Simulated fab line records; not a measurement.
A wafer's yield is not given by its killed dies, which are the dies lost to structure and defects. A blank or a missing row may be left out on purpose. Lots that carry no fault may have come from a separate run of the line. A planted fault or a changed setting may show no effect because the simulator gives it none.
Lot-split experiment	flow n5 finfet	on a route of 1938 steps: 7 lots, 21 wafers read

== ABOUT THE SPLIT ==
At N5_BEOL_M15_EXPOSE_25 (exposes mask M15, target cd 400 nm), the setting dose mj was moved away from the recipe's 35.5 on 7 of the 21 wafers read, by -6.9% to +5.2%. This setting was run at the recipe's value on the other wafers.

== FROM THE SPLIT TO THE READING: what the file shows between them, 3 steps ==
- N5_BEOL_M15_PEB_26: peb time 90 s
- N5_BEOL_M15_DEVELOP_27: develop time 45 s
- N5_BEOL_M15_HARDBAKE_32: time 120 s

== THE READING ==
cd nm (nm) at N5_BEOL_M15_CD_MEAS_28, where the cd target is 407.6 nm. A value of 406.8 nm with a standard deviation of 1.6 nm is what fault-free wafers of this fab line usually give.

wafer	tool, chamber at the split	dose mj as run	against the recipe	cd nm, nm	against lot-mates on the recipe
L075.1	krf scanner-01, 0	35.5	recipe	407.2	-
L075.2	krf scanner-01, 0	33.04	-6.9%	396.3	-11.8
L075.4	krf scanner-01, 0	35.5	recipe	409.0	-
L083.2	krf scanner-01, 0	36.17	+1.9%	412.9	+5.0
L083.5	krf scanner-01, 0	35.5	recipe	407.9	-
L083.6	krf scanner-01, 0	36.17	+1.9%	409.8	+1.9
L081.1	krf scanner-01, 0	35.5	recipe	408.4	-
L081.3	krf scanner-01, 0	36.68	+3.3%	412.2	+3.8
L081.6	krf scanner-01, 0	36.68	+3.3%	413.2	+4.8
L084.1	krf scanner-02, 0	35.5	recipe	405.0	-
L084.2	krf scanner-02, 0	35.5	recipe	408.8	-
L084.4	krf scanner-02, 0	35.5	recipe	405.6	-
L085.4	krf scanner-01, 0	35.5	recipe	407.2	-
L085.5	krf scanner-01, 0	35.5	recipe	407.8	-
L085.6	krf scanner-01, 0	35.5	recipe	406.5	-
L089.3	krf scanner-01, 0	37.33	+5.2%	409.9	+5.8
L089.4	krf scanner-01, 0	37.33	+5.2%	413.1	+9.0
L089.5	krf scanner-01, 0	35.5	recipe	404.1	-
L091.1	krf scanner-01, 0	35.5	recipe	407.4	-
L091.3	krf scanner-01, 0	35.5	recipe	406.3	-
L091.5	krf scanner-01, 0	35.5	recipe	404.3	-

THE FIT
A straight line over all 21 wafers: cd nm changes by +1.36 nm for each +1% of dose mj; r = +0.88; the points scatter about the line by 1.9 nm.
The same after taking each lot's own level away (the mean of its wafers on the recipe; 21 wafers): +1.55 nm for each +1%; r = +0.95; scatter 1.2 nm.
That fit puts the effect of the largest move of dose mj on the reading at 11 nm.
From 404.10 to 408.40 nm: that is the span of the lots' own levels, equal to 2.7 times the standard deviation above.
Thus the slope moves with the lot-to-lot level: the two fits are different.
Check: for one of the wafers moved furthest among these (-6.9%), held out of the fit, the line's prediction against its lot-mates is -9.8 nm. It came out at -11.8 nm against them.

== THE WHOLE CHAIN: every reading that the file lists as answering this split, in the file's order ==
step	what it does	reading	change (the file's fit)	r (the file's)
N5_BEOL_M15_CD_MEAS_28	target cd 407.6 nm	cd nm	+1.58 nm for each +1% of the setting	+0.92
N5_BEOL_M15_DESCUM_33	chemistry O2, time 7.9 s	BEOL_M15.cd nm (the simulator's own value, which no gauge read)	+1.53 nm for each +1% of the setting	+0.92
N5_BEOL_M15_ETCH_61	etches BARC in N2/H2, target depth 89 nm, overetch 26.7 nm, time 67.9 s	BEOL_M15.cd nm (the simulator's own value, which no gauge read)	+1.55 nm for each +1% of the setting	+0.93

== THE FILE'S OWN FIT ==
cd nm changes by +1.58 nm for each +1% of dose mj, r = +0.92.
